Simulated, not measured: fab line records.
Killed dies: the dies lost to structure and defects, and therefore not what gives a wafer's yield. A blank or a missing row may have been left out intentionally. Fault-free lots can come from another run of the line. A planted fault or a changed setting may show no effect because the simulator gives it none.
A lot that was struck, set against a sound lot || flow n5-finfet || 40 steps out of a route of 1938
Sound: wafers L286.2, L286.4, L286.6. Struck: wafers L297.1, L297.3, L297.5. At the end, the cause is stated.
Per side, at each step with rows, come the tool, then ch with its chambers, and then its first start. Under that, the readings that differ: sound wafers || struck wafers || difference of the means || sigmas: that difference in standard deviations of wafers without a fault.
alike: same words and numbers on both sides, and readings whose means sit less than 2 such deviations apart. not compared: any withheld reading, any reading some wafer has no value for, any bound like >300 that may hide the same value, and any number with overlapping values for which the record gives no deviation.
The two part at a step that has a row with sigmas, a row that says differs or no value, or rows on one side only. Numbers that don't overlap but have no deviation are shown without sigmas and don't part them. Lack of a reading on every wafer of one side parts them only where that side has two or more wafers.

first, 12 steps without rows for these wafers: N5_HKMG_FIN_ETCH_54 (etches SiARC in CF4, target depth 45.5 nm, time 75.8 s); N5_HKMG_FIN_ETCH_55 (etches SOC in N2/H2, target depth 240 nm, time 300 s); N5_HKMG_FIN_STRIP_56 (strips in N2/H2); N5_HKMG_FIN_STRIP_57 (strips in CF4); N5_HKMG_FIN_ETCH_58 (etches SOC in N2/H2, target depth 215.8 nm, time 741 s); N5_HKMG_FIN_STRIP_93 (strips SOC in N2/H2, time 20 s); N5_HKMG_FIN_WET_ETCH_76 (etches Al2O3 in dNH4OH, stops on La2O3, target depth 2.25 nm, rinse time 30 s); N5_HKMG_FIN_STRIP_60 (strips in N2/H2, time 360 s); N5_HKMG_FIN_WET_ETCH_77 (etches La2O3 in dHCl, stops on HfO2, target depth 2 nm); N5_HKMG_FIN_WET_ETCH_78 (etches Al2O3 in dNH4OH, stops on La2O3, target depth 4.5 nm, rinse time 30 s); N5_HKMG_FIN_ALD_79 (deposits TiN, target thk 1.5 nm, pulse time 1 s, purge time 3 s); N5_HKMG_FIN_CVD_62 (deposits a-Si from Si2H6, target thk 3 nm, time 20.8 s).
N5_HKMG_FIN_RTA_80: time 2 s.
  sound on rtp-anneal-01 ch 0, day 5 19:41; struck on rtp-anneal-02 ch 0, day 8 14:31
then, 25 steps without rows for these wafers: N5_HKMG_FIN_PRECLEAN_64 (cleans in dHF, time 30 s); N5_HKMG_FIN_WET_ETCH_65 (etches a-Si in TMAH, stops on TiN, time 49 s, target depth 3 nm); N5_HKMG_FIN_WET_ETCH_81 (etches TiN in SC1, stops on HfO2, time 57 s, target depth 6 nm); N5_HKMG_FIN_WET_ETCH_82 (etches La2O3 in dHCl, stops on HfO2, target depth 2 nm, rinse time 30 s); N5_HKMG_FIN_ALD_36 (deposits TiN, target thk 1 nm, pulse time 1 s, purge time 3 s); N5_HKMG_FIN_PWFM_ALD_03 (deposits TiN, target thk 2 nm, pulse time 1 s, purge time 3 s); N5_HKMG_FIN_COAT_29 (time 60 s, resist thk 300 nm); N5_HKMG_FIN_COAT_30 (time 60 s, resist thk 35 nm); N5_HKMG_FIN_COAT_06 (resist thk 90 nm); N5_HKMG_FIN_EBR_08; N5_HKMG_FIN_SOFTBAKE_07 (time 60 s); N5_HKMG_FIN_EXPOSE_09 (exposes mask NWFM); N5_HKMG_FIN_PEB_10 (peb time 60 s); N5_HKMG_FIN_DEVELOP_11 (develop time 30 s); N5_HKMG_FIN_DESCUM_17 (chemistry O2, time 7.9 s); N5_HKMG_FIN_ETCH_31 (etches SiARC in CF4, target depth 45.5 nm, time 75.8 s); N5_HKMG_FIN_ETCH_32 (etches SOC in N2/H2, target depth 240 nm, time 300 s); N5_HKMG_FIN_STRIP_33 (strips in N2/H2); N5_HKMG_FIN_STRIP_34 (strips in CF4); N5_HKMG_FIN_ETCH_35 (etches SOC in N2/H2, target depth 215.8 nm, time 243.4 s); N5_HKMG_FIN_STRIP_92 (strips SOC in N2/H2, time 20 s); N5_HKMG_FIN_WET_ETCH_18 (etches TiN in SC1, time 55 s, target depth 5.2 nm, rinse time 30 s); N5_HKMG_FIN_STRIP_19 (strips in N2/H2, time 360 s); N5_HKMG_FIN_ALD_91 (deposits TiN, target thk 1 nm, pulse time 1 s, purge time 3 s); N5_HKMG_FIN_COAT_85 (time 60 s, resist thk 300 nm).
-- record jumps: 4 days separate the struck wafers' starts on either side; left off in module HKMG_FIN, taken up again in module BEOL_M4, whose first shown step is the route's number 1111 --
N5_BEOL_M4_RC_MEAS_101:
  sound on prober-01 ch 0, day 9 20:07; struck on prober-02 ch 0, day 12 13:20
{"reading": "IOFF_P (nA/um)", "sound": "0.23 0.19 0.25", "struck": "0.17 0.12 0.15", "difference": -0.08, "sigmas": -2}
{"reading": "IOFF_P_LIN (nA/um)", "sound": "0.104 0.092 0.111", "struck": "0.073 0.059 0.067", "difference": -0.036, "sigmas": -3}
{"reading": "IOFF_P_LONG (nA/um)", "sound": "0.000105 0.000102 0.0001", "struck": "8e-05 7.7e-05 7.7e-05", "difference": -2e-05, "sigmas": -3}
{"reading": "ION_P (uA/um)", "sound": "471 461 466", "struck": "440 436 449", "difference": -24, "sigmas": -3}
{"reading": "VT_N_LVT (mV)", "sound": "95 101 94", "struck": "78 85 82", "difference": -15, "sigmas": -4}
{"reading": "VT_P (mV)", "sound": "-248 -252 -247", "struck": "-259 -263 -260", "difference": -12, "sigmas": -4}
{"reading": "VT_P_LONG (mV)", "sound": "-276.2 -274.8 -275.3", "struck": "-290.2 -291.3 -288.7", "difference": -14.6, "sigmas": -5}
  alike: DIBL_N, DIBL_P, IOFF_N, ION_N, SS_N, SS_P, VT_N
-- record jumps: 5 days separate the struck wafers' starts on either side; left off in module BEOL_M4, taken up again in module PASSIVATION, whose first shown step is the route's number 1936 --
N5_PASSIVATION_PROBE_49:
  only the struck wafers here have rows in the record (prober-01, day 17 06:47); the sound ones have none

WHERE THEY PART
At N5_BEOL_M4_RC_MEAS_101 first; at N5_PASSIVATION_PROBE_49 last (within this record only).

WHY: what had been put in by the simulator
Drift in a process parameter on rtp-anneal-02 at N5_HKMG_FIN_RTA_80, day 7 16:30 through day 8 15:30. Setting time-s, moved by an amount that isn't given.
